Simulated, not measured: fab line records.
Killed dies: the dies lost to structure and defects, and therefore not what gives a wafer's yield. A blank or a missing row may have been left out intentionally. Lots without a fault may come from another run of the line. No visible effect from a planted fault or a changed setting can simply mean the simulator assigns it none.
fab line records | flow n5_finfet
[record] lots = 5 wafers = 15 last_day = 17
route steps=1938 shown BEOL_M4@1093 BEOL_M5@1112
lots that met no fault: taken from a fault-free run of the same line
start_h: hours from the record's opening day to when the first of the lot's shown wafers began | wait_h: hours elapsed since this lot's preceding step | " identical to the entry in the row above | L1.1+2: a single row standing in for several wafers | - no value, or no start was given | * or withheld: withheld | < > ~ a bound
route shown NAME@n: NAME is a module with steps in the file, n the number in the route of the first one | usual: mean/standard deviation taken from wafers without a fault | same: alike in all rows | chamber/n: place in a boat | sites: per-site readings | _std_site: how widely they spread, as a standard deviation | _edge_site: the outer-site mean with the inner-site mean subtracted | radius_mm: how far each site lies from the wafer's centre | mask NAME#n: copy n | behind: the tool/chamber that last shaped the wafer | hold: reason for holding the lot/hours on hold/outcome of the hold | device: the transistor (n, p or np) that didn't switch | end of line: the same wafers' tests at the end of the route | for a step that has no rows: nothing shown but its recipe | killed: dies that structure and defects cost at the first sort, which is not the same as the wafer's yield | map: dies across one wafer; x = killed, . = not, _ = none there
set.NAME: the setting as run; set.NAME@STEP: as run at that earlier step | model.NAME: the simulator's own value behind a step, which no gauge read
a table for each step, a row for each wafer; lots at some steps of the route
services: the hour from which a tool's chamber was out of use, counted from the record's first day as start_h (under 0 if before that day), plus the number of hours and why
[[steps]]
[step N5_BEOL_M4_ANNEAL_89]
[recipe] temp_c = 400 time_s = 240 ambient = vacuum
[usual] heater_power_w = 868/41
// columns lot.wafer tool chamber start_h wait_h heater_power_w
L074.1 pvd_sputter-01 - 176.10 0.0 944
L074.3 " - " " 850
L074.4 " - " " 825
L076.2 pvd_sputter-02 - 176.47 0.0 831
L076.4 " - " " 876
L076.6 " - " " 898
L082.1 pvd_sputter-03 - 208.20 0.0 859
L082.4 " - " " 937
L082.5 " - " " 921
L081.1 pvd_sputter-02 - 208.34 0.0 886
L081.2 " - " " 874
L081.6 " - " " 888
L092.1 pvd_sputter-02 - 287.25 0.0 898
L092.2 " - " " 892
L092.3 " - " " 846
[step N5_BEOL_M4_SPUTTER_90]
[recipe] material = Cu target_thk_a = 45 temp_c = -20 chamber_pressure_pa = 0.07 power_w = withheld time_s = 8.29
[usual] throttle_valve_pct = 30.0/1.2
// columns lot.wafer tool chamber start_h wait_h throttle_valve_pct
L074.1 pvd_sputter-01 - 176.24 0.1 29.2
L074.3 " - " " 30.7
L074.4 " - " " 32.5
L076.2 pvd_sputter-02 - 176.61 0.1 29.4
L076.4 " - " " 28.2
L076.6 " - " " 29.8
L082.1 pvd_sputter-03 - 208.34 0.1 28.1
L082.4 " - " " 30.9
L082.5 " - " " 31.2
L081.1 pvd_sputter-02 - 208.48 0.1 30.4
L081.2 " - " " 29.9
L081.6 " - " " 28.2
L092.1 pvd_sputter-02 - 287.39 0.1 29.9
L092.2 " - " " 30.4
L092.3 " - " " 29.4
[step N5_BEOL_M4_ANNEAL_91]
[recipe] temp_c = 400 time_s = 240 ambient = vacuum
[usual] heater_power_w = 866/41
// columns lot.wafer tool chamber start_h wait_h heater_power_w
L074.1 pvd_sputter-01 - 176.32 0.0 947
L074.3 " - " " 858
L074.4 " - " " 823
L076.2 pvd_sputter-02 - 176.69 0.0 828
L076.4 " - " " 868
L076.6 " - " " 902
L082.1 pvd_sputter-03 - 208.42 0.0 833
L082.4 " - " " 954
L082.5 " - " " 931
L081.1 pvd_sputter-02 - 208.56 0.0 872
L081.2 " - " " 871
L081.6 " - " " 894
L092.1 pvd_sputter-02 - 287.47 0.0 873
L092.2 " - " " 871
L092.3 " - " " 824
[step N5_BEOL_M4_SPUTTER_92]
[recipe] material = Cu target_thk_a = 45 temp_c = -20 chamber_pressure_pa = 0.07 power_w = withheld time_s = 8.29
[usual] throttle_valve_pct = 30.0/1.2
// columns lot.wafer tool chamber start_h wait_h throttle_valve_pct
L074.1 pvd_sputter-01 - 176.46 0.1 29.4
L074.3 " - " " 30.7
L074.4 " - " " 32.4
L076.2 pvd_sputter-02 - 176.83 0.1 29.2
L076.4 " - " " 28.1
L076.6 " - " " 30.0
L082.1 pvd_sputter-03 - 208.56 0.1 28.0
L082.4 " - " " 31.1
L082.5 " - " " 31.0
L081.1 pvd_sputter-02 - 208.70 0.1 30.6
L081.2 " - " " 30.1
L081.6 " - " " 28.0
L092.1 pvd_sputter-02 - 287.61 0.1 29.9
L092.2 " - " " 30.5
L092.3 " - " " 29.2
[step N5_BEOL_M4_ANNEAL_93]
[recipe] temp_c = 400 time_s = 240 ambient = vacuum
[usual] heater_power_w = 868/44
// columns lot.wafer tool chamber start_h wait_h heater_power_w
L074.1 pvd_sputter-01 - 176.54 0.0 949
L074.3 " - " " 856
L074.4 " - " " 837
L076.2 pvd_sputter-02 - 176.91 0.0 827
L076.4 " - " " 900
L076.6 " - " " 901
L082.1 pvd_sputter-03 - 208.64 0.0 840
L082.4 " - " " 938
L082.5 " - " " 949
L081.1 pvd_sputter-02 - 208.78 0.0 887
L081.2 " - " " 908
L081.6 " - " " 877
L092.1 pvd_sputter-02 - 287.69 0.0 881
L092.2 " - " " 886
L092.3 " - " " 828
[step N5_BEOL_M4_SPUTTER_94]
[recipe] material = Cu target_thk_a = 45 temp_c = -20 chamber_pressure_pa = 0.07 power_w = withheld time_s = 8.29
[usual] throttle_valve_pct = 30.0/1.2
// columns lot.wafer tool chamber start_h wait_h throttle_valve_pct
L074.1 pvd_sputter-01 - 176.68 0.1 29.1
L074.3 " - " " 30.7
L074.4 " - " " 32.4
L076.2 pvd_sputter-02 - 177.05 0.1 29.6
L076.4 " - " " 28.2
L076.6 " - " " 29.9
L082.1 pvd_sputter-03 - 208.78 0.1 28.3
L082.4 " - " " 30.8
L082.5 " - " " 31.0
L081.1 pvd_sputter-02 - 208.92 0.1 30.7
L081.2 " - " " 29.9
L081.6 " - " " 28.1
L092.1 pvd_sputter-02 - 287.83 0.1 29.9
L092.2 " - " " 30.6
L092.3 " - " " 29.4
[step N5_BEOL_M4_ANNEAL_95]
[recipe] temp_c = 400 time_s = 240 ambient = vacuum
[usual] heater_power_w = 869/42
// columns lot.wafer tool chamber start_h wait_h heater_power_w
L074.1 pvd_sputter-01 - 176.76 0.0 943
L074.3 " - " " 842
L074.4 " - " " 831
L076.2 pvd_sputter-02 - 177.13 0.0 824
L076.4 " - " " 891
L076.6 " - " " 862
L082.1 pvd_sputter-03 - 208.86 0.0 845
L082.4 " - " " 920
L082.5 " - " " 941
L081.1 pvd_sputter-02 - 209.00 0.0 893
L081.2 " - " " 884
L081.6 " - " " 871
L092.1 pvd_sputter-02 - 287.91 0.0 884
L092.2 " - " " 875
L092.3 " - " " 849
[step N5_BEOL_M4_SPUTTER_96]
[recipe] material = Cu target_thk_a = 45 temp_c = -20 chamber_pressure_pa = 0.07 power_w = withheld time_s = 8.29
[usual] throttle_valve_pct = 30.0/1.2
// columns lot.wafer tool chamber start_h wait_h throttle_valve_pct
L074.1 pvd_sputter-01 - 176.90 0.1 29.4
L074.3 " - " " 31.0
L074.4 " - " " 32.6
L076.2 pvd_sputter-02 - 177.27 0.1 29.3
L076.4 " - " " 27.7
L076.6 " - " " 29.9
L082.1 pvd_sputter-03 - 209.00 0.1 27.9
L082.4 " - " " 30.8
L082.5 " - " " 31.3
L081.1 pvd_sputter-02 - 209.14 0.1 30.4
L081.2 " - " " 29.9
L081.6 " - " " 28.2
L092.1 pvd_sputter-02 - 288.05 0.1 29.8
L092.2 " - " " 30.3
L092.3 " - " " 29.2
[step N5_BEOL_M4_ECD_50]
[recipe] material = Cu target_thk_a = 3000
// columns lot.wafer tool chamber start_h wait_h
L074.1+3+4 ecd_cu-02 0,0,1 177.02 0.1
L076.2+4+6 ecd_cu-01 0 177.38 0.1
L082.1+4+5 ecd_cu-01 1,0,1 209.12 0.1
L081.1+2+6 ecd_cu-02 0,1,0 209.26 0.1
L092.1+2+3 ecd_cu-02 1,0,1 288.17 0.1
[step N5_BEOL_M4_ANNEAL_51]
[recipe] temp_c = 225 time_s = 90 ambient = N2
[usual] anneal_temp_c_max = 226.5/0.57 wafer_temp_C_max = 226.17/0.29
// columns lot.wafer tool chamber start_h wait_h anneal_temp_c_max wafer_temp_C_max
L074.1 rtp_anneal-01 0 177.10 0.1 226.8 226.15
L074.3 " 0 " " 226.9 225.94
L074.4 " 0 " " 226.9 226.12
L076.2 rtp_anneal-01 0 177.51 0.1 227.1 225.72
L076.4 " 0 " " 226.8 226.46
L076.6 " 0 " " 226.9 225.97
L082.1 rtp_anneal-01 0 209.20 0.1 226.9 226.66
L082.4 " 0 " " 227.2 225.99
L082.5 " 0 " " 226.9 226.13
L081.1 rtp_anneal-02 0 209.34 0.1 225.8 226.38
L081.2 " 0 " " 226.1 226.44
L081.6 " 0 " " 226.1 227.11
L092.1 rtp_anneal-02 0 288.25 0.1 226.2 226.28
L092.2 " 0 " " 226.3 226.43
L092.3 " 0 " " 225.9 226.12
[step N5_BEOL_M4_CMP_52]
[recipe] stop_on = SiOC t_overpolish_s = 6.8 down_force_psi = 1 platen_rpm = 50 clearing_platen_down_force_psi = 1.5 clearing_platen_rpm = 50 post_cmp_clean = cu_alkaline target_thk_nm = 40 clearing_platen_pad_velocity_m_s = 0.99484 pad_velocity_m_s = 0.99484
[usual] barrier_field_endpoint_s = 24.4/0.65 motor_current_A = 6.1/0.39 overpolish_run_s = 6.801/0.0084 retaining_ring_pressure_frac = 1.000/0.0046 time_to_endpoint_s = 60.4/2.9
[same] t_overpolish_s = 6.8
// columns lot.wafer tool chamber start_h wait_h barrier_field_endpoint_s motor_current_A overpolish_run_s retaining_ring_pressure_frac time_to_endpoint_s
L074.1 cmp-02 1 177.40 0.3 24.8 6.5 6.815 0.997 63.3
L074.3 " 3 " " 23.7 6.2 6.804 1.005 59.1
L074.4 " 0 " " 23.6 5.7 6.804 0.997 54.0
L076.2 cmp-04 0 177.80 0.2 23.7 6.1 6.795 1.004 60.6
L076.4 " 2 " " 24.1 5.3 6.795 1.000 59.7
L076.6 " 3 " " 24.7 5.8 6.790 1.003 64.9
L082.4 cmp-04 0 209.58 0.2 25.2 6.3 6.794 1.002 59.6
L082.1 " 1 " " 24.7 5.9 6.798 1.000 60.8
L082.5 " 2 " " 24.1 5.5 6.808 0.997 55.2
L081.1 cmp-02 0 209.63 0.3 24.0 5.9 6.790 0.992 56.7
L081.2 " 3 " " 23.9 6.1 6.819 0.998 59.4
L081.6 " 1 " " 24.3 6.6 6.794 1.001 60.8
L092.1 cmp-03 3 288.54 0.3 24.9 6.5 6.788 0.999 63.4
L092.2 " 1 " " 24.6 6.6 6.804 0.998 58.8
L092.3 " 2 " " 23.4 6.2 6.794 0.996 56.1
[step N5_BEOL_M4_THK_MEAS_53]
[recipe] thk_meas_gauge = xrf reads = Cu_of_BEOL_M4_ECD_50
[usual] M4_THK = 37.9/1.7
// columns lot.wafer tool chamber start_h wait_h M4_THK[nm]
L074.1 film_metro-02 - 177.69 - 36.4
L074.3 " - " " 36.3
L074.4 " - " " 37.2
L076.2 film_metro-01 - 178.05 - 36.8
L076.4 " - " " 36.9
L076.6 " - " " 39.5
L082.1 film_metro-02 - 209.80 - 37.4
L082.4 " - " " 37.9
L082.5 " - " " 38.0
L081.1 film_metro-02 - 209.93 - 36.0
L081.2 " - " " 36.9
L081.6 " - " " 36.0
L092.1 film_metro-01 - 288.84 - 41.3
L092.2 " - " " 37.7
L092.3 " - " " 38.9
[step N5_BEOL_M4_PRE_CLEAN_60]
[recipe] gas = NH3/H2 time_s = 15 temp_c = * rf_power_w = 300
[usual] heater_power_w = 88/13
// columns lot.wafer tool chamber start_h wait_h heater_power_w
L074.1 cvd_co-02 1 177.73 0.0 97
L074.3 " 2 " " 67
L074.4 " 1 " " 99
L076.2 cvd_co-01 1 178.09 0.0 79
L076.4 " 2 " " 100
L076.6 " 1 " " 80
L082.1 cvd_co-01 2 209.84 0.0 102
L082.4 " 2 " " 102
L082.5 " 2 " " 100
L081.1 cvd_co-02 1 209.96 0.0 99
L081.2 " 2 " " 66
L081.6 " 0 " " 88
L092.1 cvd_co-02 0 288.92 0.1 88
L092.2 " 2 " " 65
L092.3 " 1 " " 97
[step N5_BEOL_M4_CO_CAP_55]
[recipe] material = Co target_thk_a = 20 temp_c = 200 precursor = CCTBA/H2 pressure_torr = 30 time_s = 102.1
[usual] chamber_pressure_Torr = 30.00/0.06 heater_power_w = 239/16
// columns lot.wafer tool chamber start_h wait_h chamber_pressure_Torr heater_power_w
L074.1 cvd_co-02 1 177.77 0.0 29.90 252
L074.3 " 2 " " 30.06 217
L074.4 " 1 " " 29.99 250
L076.2 cvd_co-01 1 178.13 0.0 29.99 232
L076.4 " 2 " " 29.94 252
L076.6 " 1 " " 30.04 233
L082.1 cvd_co-01 2 209.90 0.0 30.09 249
L082.4 " 2 " " 29.96 255
L082.5 " 2 " " 30.02 255
L081.1 cvd_co-02 1 210.00 0.0 30.01 247
L081.2 " 2 " " 30.05 212
L081.6 " 0 " " 29.94 240
L092.1 cvd_co-02 0 288.96 0.0 29.87 236
L092.2 " 2 " " 29.89 212
L092.3 " 1 " " 30.08 255
[step N5_BEOL_M4_PRE_CLEAN_56]
[recipe] gas = NH3 time_s = 15 temp_c = withheld rf_power_w = 300
// columns lot.wafer tool chamber start_h wait_h
L074.1+3+4 pecvd-04 1,2,1 177.86 0.1
L076.2+4+6 pecvd-04 2,1,0 178.22 0.1
L082.1+4+5 pecvd-01 0 210.03 0.1
L081.1+2+6 pecvd-04 2,0,0 210.10 0.1
L092.1+2+3 pecvd-01 1,2,1 289.05 0.1
[step N5_BEOL_M4_DEP_57]
[recipe] material = SiCN target_thk_a = 80 temp_c = withheld precursor = 3MS/NH3 pressure_torr = 3 rf_w = 202 time_s = 14
[usual] chamber_pressure_Torr = 3.001/0.0059 showerhead_plenum_p_Torr = 3.659/0.015 showerhead_vpp_V = 877/45 throttle_valve_pct = 9.0/0.3
// columns lot.wafer tool chamber start_h wait_h chamber_pressure_Torr showerhead_plenum_p_Torr showerhead_vpp_V throttle_valve_pct
L074.1 pecvd-04 1 177.88 0.0 3.009 3.650 807 9.3
L074.3 " 2 " " 2.991 3.683 936 9.2
L074.4 " 1 " " 2.995 3.648 824 9.0
L076.2 pecvd-04 2 178.25 0.0 3.012 3.679 930 9.2
L076.4 " 1 " " 2.992 3.664 804 9.5
L076.6 " 0 " " 3.004 3.639 862 8.8
L082.1 pecvd-01 0 210.06 0.0 2.998 3.671 887 8.9
L082.4 " 0 " " 3.005 3.663 898 9.2
L082.5 " 0 " " 3.002 3.659 894 8.8
L081.1 pecvd-04 2 210.12 0.0 3.003 3.683 948 9.3
L081.2 " 0 " " 2.991 3.645 884 8.6
L081.6 " 0 " " 2.998 3.646 854 9.0
L092.1 pecvd-01 1 289.09 0.0 2.999 3.669 871 9.2
L092.2 " 2 " " 3.008 3.676 934 9.0
L092.3 " 1 " " 2.995 3.671 855 9.3
[step N5_BEOL_M4_RS_MEAS_58]
[recipe] thk_meas_gauge = four-point-probe reads = Co_of_BEOL_M4_CO_CAP_55+Cu_of_BEOL_M4_ECD_50+Co_of_BEOL_M4_CVD_47+TaN_of_BEOL_M4_ALD_84
[usual] M4_RS = 0.70/0.042
// columns lot.wafer tool chamber start_h wait_h M4_RS[ohm/sq]
L074.1 film_metro-01 - 177.95 0.0 0.74
L074.3 " - " " 0.75
L074.4 " - " " 0.72
L076.2 film_metro-01 - 178.31 0.1 0.73
L076.4 " - " " 0.72
L076.6 " - " " 0.67
L082.1 film_metro-02 - 210.15 0.1 0.70
L082.4 " - " " 0.69
L082.5 " - " " 0.69
L081.1 film_metro-01 - 210.19 0.0 0.75
L081.2 " - " " 0.73
L081.6 " - " " 0.75
L092.1 film_metro-01 - 289.18 0.1 0.63
L092.2 " - " " 0.70
L092.3 " - " " 0.68
[step N5_BEOL_M4_INSPECT_59]
[recipe] inspect_instrument = darkfield mode = post_dep
[usual] raw_defect_count = 67/22
// columns lot.wafer tool chamber start_h wait_h raw_defect_count
L074.1 defect_inspect-01 - 177.98 0.0 63
L074.3 " - " " 54
L074.4 " - " " 91
L076.2 defect_inspect-01 - 178.34 0.0 99
L076.4 " - " " 82
L076.6 " - " " 68
L082.1 defect_inspect-01 - 210.17 0.0 46
L082.4 " - " " 42
L082.5 " - " " 76
L081.1 defect_inspect-01 - 210.21 0.0 49
L081.2 " - " " 65
L081.6 " - " " 39
L092.1 defect_inspect-01 - 289.20 0.0 66
L092.2 " - " " 79
L092.3 " - " " 94
[step N5_BEOL_M4_RC_MEAS_101]
[usual] DIBL_N = 36.5/1.4 DIBL_P = 36.6/1.9 IOFF_N = 0.167/0.029 IOFF_P = 0.21/0.033 ION_N = 674/12 ION_P = 460/8.9 SS_N = 71.6/0.57 SS_P = 73.4/0.61 VT_N = 249/3.3 VT_P = -250/3.3
// columns lot.wafer tool chamber start_h wait_h DIBL_N[mV/V] DIBL_P[mV/V] IOFF_N[nA/um] IOFF_P[nA/um] ION_N[uA/um] ION_P[uA/um] SS_N[mV/dec] SS_P[mV/dec] VT_N[mV] VT_P[mV]
L074.1 prober-01 0 178.00 0.0 35.2 33.8 0.144 0.21 669 465 71.0 72.8 249 -252
L074.3 " 0 " " 35.0 33.6 0.147 0.21 681 467 70.3 72.9 252 -247
L074.4 " 0 " " 36.0 33.8 0.158 0.21 675 468 70.6 73.5 251 -248
L076.2 prober-02 0 178.52 0.2 37.4 37.6 0.212 0.22 686 465 71.4 73.6 242 -249
L076.4 " 0 " " 39.0 39.3 0.233 0.27 683 462 72.7 74.2 242 -247
L076.6 " 0 " " 35.4 35.3 0.149 0.19 661 456 71.3 73.7 250 -251
L082.1 prober-02 0 210.20 0.0 37.9 38.3 0.204 0.24 688 470 72.7 73.8 243 -248
L082.4 " 0 " " 34.2 34.0 0.130 0.18 657 453 71.4 72.8 251 -252
L082.5 " 0 " " 35.3 35.6 0.145 0.19 667 459 71.3 73.5 251 -251
L081.1 prober-01 0 210.24 0.0 36.0 36.1 0.171 0.24 676 470 72.1 74.3 247 -244
L081.2 " 0 " " 36.1 35.6 0.172 0.24 693 479 71.5 74.2 247 -244
L081.6 " 0 " " 37.0 36.8 0.190 0.28 684 479 72.0 74.0 246 -243
L092.1 prober-01 0 289.23 0.0 36.2 35.8 0.151 0.19 667 455 72.2 73.4 252 -252
L092.2 " 0 " " 38.6 39.5 0.195 0.25 667 460 72.0 74.2 248 -249
L092.3 " 0 " " 38.4 38.6 0.184 0.23 688 466 71.4 73.7 249 -250
[step N5_BEOL_M5_ILD_DEP_00]
[recipe] material = SiCOH_lowk target_thk_a = 1406.4 temp_c = 300 precursor = DEMS/porogen pressure_torr = 5 rf_w = 500 time_s = 25.9
[usual] chamber_pressure_Torr = 5.002/0.011 heater_power_w = 298/32 showerhead_plenum_p_Torr = 5.748/0.02 showerhead_vpp_V = 1379/55 throttle_valve_pct = 13.8/0.48
// columns lot.wafer tool chamber start_h wait_h chamber_pressure_Torr heater_power_w showerhead_plenum_p_Torr showerhead_vpp_V throttle_valve_pct
L074.1 pecvd-01 1 178.96 0.8 5.012 286 5.750 1359 14.5
L074.3 " 0 " " 4.986 323 5.729 1412 13.6
L074.4 " 1 " " 5.015 290 5.729 1376 14.5
L076.2 pecvd-03 2 179.33 0.7 5.011 292 5.753 1411 13.3
L076.4 " 2 " " 5.005 302 5.780 1419 13.6
L076.6 " 1 " " 5.018 269 5.761 1375 14.2
L082.1 pecvd-01 0 211.16 0.8 5.015 341 5.752 1425 13.9
L082.4 " 1 " " 4.999 294 5.739 1371 14.6
L082.5 " 0 " " 4.994 339 5.739 1420 13.6
L081.1 pecvd-04 0 211.20 0.8 4.999 292 5.724 1394 13.4
L081.2 " 1 " " 5.010 296 5.701 1283 14.3
L081.6 " 2 " " 4.987 258 5.749 1467 14.2
L092.1 pecvd-03 2 290.19 0.8 4.993 310 5.757 1421 13.3
L092.2 " 1 " " 4.996 266 5.737 1364 14.2
L092.3 " 0 " " 5.015 288 5.765 1312 13.3
[step N5_BEOL_M5_CURE_79]
[recipe] temp_c = 385 time_s = 240 ambient = He/Ar material = SiCOH_lowk
[usual] lamp_power_pct = 52.30/0.054 wafer_temp_C_max = 386.5/0.62
// columns lot.wafer tool chamber start_h wait_h lamp_power_pct wafer_temp_C_max
L074.1 uv_cure-01 0 179.08 0.1 52.27 386.8
L074.3 " 0 " " 52.30 386.9
L074.4 " 0 " " 52.24 387.2
L076.2 uv_cure-02 0 179.84 0.5 52.29 385.9
L076.4 " 0 " " 52.31 385.8
L076.6 " 0 " " 52.36 385.8
L082.1 uv_cure-03 1 211.24 0.1 52.20 386.7
L082.4 " 1 " " 52.31 386.9
L082.5 " 1 " " 52.28 386.8
L081.1 uv_cure-01 1 211.34 0.1 52.27 385.7
L081.2 " 1 " " 52.29 386.0
L081.6 " 1 " " 52.23 386.3
L092.1 uv_cure-02 1 290.25 0.0 52.34 386.2
L092.2 " 1 " " 52.34 386.2
L092.3 " 1 " " 52.24 385.9
[step N5_BEOL_M5_THK_MEAS_01]
[recipe] reads = SiCOH_lowk_of_BEOL_M5_ILD_DEP_00
[usual] M5_ILD_THK = 120.9/1.8
// columns lot.wafer tool chamber start_h wait_h M5_ILD_THK[nm]
L074.1 film_metro-01 - 179.59 0.4 120.0
L074.3 " - " " 118.1
L074.4 " - " " 121.7
L076.2 film_metro-01 - 180.28 0.4 118.7
L076.4 " - " " 120.2
L076.6 " - " " 122.8
L082.1 film_metro-02 - 211.75 0.4 118.5
L082.4 " - " " 124.2
L082.5 " - " " 120.0
L081.1 film_metro-01 - 211.85 0.4 121.0
L081.2 " - " " 119.7
L081.6 " - " " 122.7
L092.1 film_metro-01 - 290.76 0.4 119.4
L092.2 " - " " 123.0
L092.3 " - " " 121.1
[step N5_BEOL_M5_PECVD_70]
[recipe] material = SiO2 target_thk_a = 160 temp_c = 400 precursor = TEOS/O2 pressure_torr = 5.5 rf_w = 450 teos_flow_sccm = 53.8 gas = O2 flow_sccm = 3000 time_s = 18
[usual] chamber_pressure_Torr = 5.501/0.012 heater_power_w = 695/58 showerhead_plenum_p_Torr = 8.80/0.09 showerhead_vpp_V = 1308/56 throttle_valve_pct = 22.4/0.7
// columns lot.wafer tool chamber start_h wait_h chamber_pressure_Torr heater_power_w showerhead_plenum_p_Torr showerhead_vpp_V throttle_valve_pct
L074.1 pecvd-01 0 179.63 0.0 5.523 768 8.79 1327 22.1
L074.3 " 2 " " 5.527 747 8.85 1401 24.4
L074.4 " 1 " " 5.523 708 8.79 1271 23.2
L076.2 pecvd-04 1 180.31 0.0 5.522 672 8.70 1181 22.9
L076.4 " 2 " " 5.494 603 8.87 1367 22.7
L076.6 " 0 " " 5.484 665 8.66 1297 21.6
L082.1 pecvd-01 0 211.79 0.0 5.504 666 8.78 1335 21.9
L082.4 " 1 " " 5.499 776 8.79 1304 23.3
L082.5 " 1 " " 5.490 767 8.79 1326 23.2
L081.1 pecvd-03 2 211.89 0.0 5.482 672 8.89 1328 21.7
L081.2 " 1 " " 5.481 671 8.83 1299 23.2
L081.6 " 2 " " 5.488 671 8.87 1341 21.9
L092.1 pecvd-03 2 290.80 0.0 5.517 682 8.88 1348 22.0
L092.2 " 1 " " 5.508 732 8.82 1298 23.2
L092.3 " 0 " " 5.495 541 8.95 1261 21.8
[step N5_BEOL_M5_HM_DEP_02]
[recipe] material = TiN target_thk_a = 200 temp_c = 25 chamber_pressure_pa = 0.49996
[usual] throttle_valve_pct = 29.9/1.2
// columns lot.wafer tool chamber start_h wait_h throttle_valve_pct
L074.1 pvd_sputter-01 - 182.06 2.4 29.2
L074.3 " - " " 30.6
L074.4 " - " " 32.6
L076.2 pvd_sputter-02 - 182.21 1.9 29.7
L076.4 " - " " 29.2
L076.6 " - " " 29.4
L082.1 pvd_sputter-02 - 212.92 1.1 30.4
L082.4 " - " " 29.8
L082.5 " - " " 29.1
L081.1 pvd_sputter-02 - 213.02 1.1 29.5
L081.2 " - " " 30.7
L081.6 " - " " 29.9
L092.1 pvd_sputter-03 - 291.43 0.6 30.7
L092.2 " - " " 28.2
L092.3 " - " " 29.9
[[services]]
// columns tool chamber start_h hours kind
pecvd-01 - 152.21 1.7 repair
pecvd-03 1 157.84 3.6 repair
uv_cure-01 - 163.08 2.2 repair
uv_cure-03 - 167.19 22.2 pm
uv_cure-02 - 181.37 2.1 pm
cmp-02 - 184.75 2.0 repair
uv_cure-02 - 188.13 2.8 pm
cmp-04 - 190.60 2.6 repair
cmp-02 - 197.05 4.4 repair
cvd_co-01 0 203.85 11.4 repair
ecd_cu-01 - 209.35 0.8 repair
uv_cure-01 - 227.97 28.1 pm
cmp-02 - 237.89 4.0 pm
rtp_anneal-02 - 238.50 0.8 pm
pecvd-03 - 238.67 4.3 pm
pecvd-01 - 241.79 14.6 pm
cmp-02 - 245.71 4.2 repair
pecvd-04 - 254.23 6.0 pm
cvd_co-02 1 263.33 22.5 repair
uv_cure-02 - 270.70 6.3 repair
cmp-04 - 278.21 0.4 repair
pecvd-01 1 279.98 6.5 repair
cmp-02 - 283.57 2.2 repair
pecvd-01 0 287.45 3.9 repair
[[key]]
fault none
